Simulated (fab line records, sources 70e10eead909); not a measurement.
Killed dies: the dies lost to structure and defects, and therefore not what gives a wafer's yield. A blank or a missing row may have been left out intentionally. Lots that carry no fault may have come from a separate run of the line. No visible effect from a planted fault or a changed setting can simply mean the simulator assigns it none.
A struck lot beside a sound one -- flow nand-harc -- 14 out of 1302 route steps
Sound: wafers L197.1, L197.2, L197.6. Struck: wafer L189.4. (L189.5 of the same lot was not struck and is left out.) The cause comes at the end.
For every step that has rows: the tool of each side, followed by ch and its chambers, followed by its first start. Under that, the readings that differ: sound wafers -- struck wafers -- difference of the means -- sigmas: that difference in standard deviations of wafers without a fault.
alike: words and numbers the same on both sides, and readings whose means are apart by under 2 such deviations; not compared: readings that were withheld, readings missing a value for some wafer, numbers with overlapping values and no deviation given by the record, and bounds like >300 which may hide the same value.
Wherever a step has rows on one side only, a row that says differs or no value, or a row with sigmas, the two part there. Numbers that have no deviation but don't overlap get no sigmas and don't part them. A reading missing from all wafers of one side parts the sides only when that side holds two or more wafers.

NHARC_A_SLIT_ETCH_26: etches the open film in C4F8/O2/Ar, time 90 s, target depth 400 nm.
  sound on har-etch-02 ch 0,1, day 27 14:47; struck on har-etch-01 ch 0, day 24 07:18
  alike: chamber-pressure-mTorr, drypump-motor-current-A, showerhead-plenum-p-Torr, throttle-valve-pct
  not compared: rf-hours-counter-h
then, 1 step without rows for these wafers: NHARC_A_SLIT_STRIP_28 (strips in O2/COS).
NHARC_A_SLIT_ETCH_29: etches the open film in CF4/O2, target depth 100 nm, overetch 10 nm, time 55 s.
  sound on rie-diel-04 ch 1,2,3, day 27 15:42; struck on rie-diel-04 ch 1, day 24 08:07
  alike: chamber-pressure-mTorr, drypump-motor-current-A, oes-product-au, rf-vpp-V, showerhead-plenum-p-Torr, throttle-valve-pct
  not compared: rf-hours-counter-h
NHARC_A_SLIT_STRIP_18: strips in O2.
  sound: rie-diel-04 ch 1,2,3; struck: rie-diel-04 ch 2
reading,sound,struck,difference,sigmas
rf-vpp-V (V),57.7 56.8 58.5,59.8,+2.1,+2
  alike: chamber-pressure-mTorr, drypump-motor-current-A, oes-product-au, showerhead-plenum-p-Torr, throttle-valve-pct
  not compared: rf-hours-counter-h
then, 2 steps without rows for these wafers: NHARC_A_SLIT_PRECLEAN_19 (cleans in SC1); NHARC_A_SLIT_SRD_20.
NHARC_A_SLIT_CD_MEAS_21:
  sound on cd-sem-03 at day 27 16:17; struck on cd-sem-01 at day 24 08:38
  alike: cd-nm
then, 3 steps without rows for these wafers: NHARC_A_SIN_REMOVE_WET_00 (chemistry H3PO4, time 15300 s); NHARC_A_SIN_REMOVE_PRECLEAN_01 (cleans in SC1); NHARC_A_SIN_REMOVE_SRD_02.
NHARC_A_SIN_REMOVE_INSPECT_04:
  sound on defect-inspect-01 at day 27 22:52; struck on defect-inspect-02 at day 24 15:14
reading,sound,struck,difference,sigmas
raw-defect-count,273 296 350,497,+191,+3
NHARC_A_WL_FILL_ALD_00: deposits Al2O3, target thk 3 nm, pulse time 3 s, ald cycles 30.
  sound on ald-hk-01 ch 1,2,3, day 27 22:56; struck on ald-hk-01 ch 2, day 24 15:18
reading,sound,struck,difference,sigmas
ald-cycles,30 30 30,33,+3,
  alike: heater-power-outer-w, heater-power-w, precursor-pulse-height-rel
NHARC_A_WL_FILL_RTA_01: time 5 s.
  sound on rtp-anneal-02 ch 0, day 27 23:13; struck on rtp-anneal-02 ch 0, day 24 15:47
reading,sound,struck,difference,sigmas
wafer_temp_C_max,1008.8 1011.7 1009.0,1007.0,-2.8,-2
  alike: lamp-power-pct, lamp_zone_3_pct
next, for these wafers, 1 step has no rows: NHARC_END_SORT_01.

## WHERE THEY PART
First at NHARC_A_SLIT_STRIP_18; last, within this record, at NHARC_A_WL_FILL_RTA_01.

WHY: the cause the simulator had injected
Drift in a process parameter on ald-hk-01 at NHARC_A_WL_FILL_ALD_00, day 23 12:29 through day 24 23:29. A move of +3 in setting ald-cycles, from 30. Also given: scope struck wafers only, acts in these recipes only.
